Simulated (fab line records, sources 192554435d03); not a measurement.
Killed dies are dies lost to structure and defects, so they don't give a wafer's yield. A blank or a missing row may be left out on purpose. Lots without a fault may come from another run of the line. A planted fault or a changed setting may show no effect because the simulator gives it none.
One fault seen from 2 desks | flow n5_finfet | each desk has only its own numbers; what lay behind them comes last

THE TOOL OWNER'S DESK: pecvd-01
The tool's own readings at N5_BEOL_M8_PECVD_70 (deposits SiO2 from TEOS/O2, target thk 20 nm, time 22.7 s): means of the sampled wafers that have a number, for each lot that ran on this tool. A lot is out of limits, marked OUT, if its mean lies more than 4 standard deviations from the usual mean; the brackets give that distance.
Columns: A = heater_power_w at N5_BEOL_M8_PECVD_70, usual 738 W; B = showerhead_plenum_p_Torr at N5_BEOL_M8_PECVD_70, usual 8.79 Torr; C = throttle_valve_pct at N5_BEOL_M8_PECVD_70, usual 22.2 %
lot  | first seen here | A   | B    | C
L272 | day 10 01:13    | 744 | 8.80 | 22.0
L271 | day 10 02:34    | 703 | 8.77 | 22.2
L273 | day 10 08:58    | 756 | 8.75 | 22.4
L276 | day 10 17:40    | 769 | 8.81 | 21.9
L284 | day 13 15:37    | 660 | 8.78 | 22.4
This desk's finding: nothing out of limits on any of the 5 lots.

THE DEFECT DESK
What the inspections along the route counted, lot by lot: means of the sampled wafers that have a number. A lot is out of limits, marked OUT, if its mean lies more than 4 standard deviations from the usual mean; the brackets give that distance.
Columns: A = raw_defect_count at N5_PASSIVATION_INSPECT_57, usual 2.0
lot  | first seen here | A
L271 | day 13 00:19    | 2.0
L272 | day 13 04:57    | 1.0
L273 | day 13 14:18    | 2.7
L276 | day 13 20:19    | 2.7
L283 | day 16 01:10    | 2.0
L284 | day 16 15:40    | 2.7
L287 | day 16 16:32    | 3.3
L290 | day 17 12:32    | 3.0
L293 | day 18 21:58    | 2.0
L294 | day 20 14:39    | 1.7
This desk's finding: nothing out of limits on any of the 10 lots.

PUT TOGETHER
The tool owner's desk saw nothing out of limits.
The defect desk saw nothing out of limits.

WHAT THE SIMULATOR HAD PUT IN
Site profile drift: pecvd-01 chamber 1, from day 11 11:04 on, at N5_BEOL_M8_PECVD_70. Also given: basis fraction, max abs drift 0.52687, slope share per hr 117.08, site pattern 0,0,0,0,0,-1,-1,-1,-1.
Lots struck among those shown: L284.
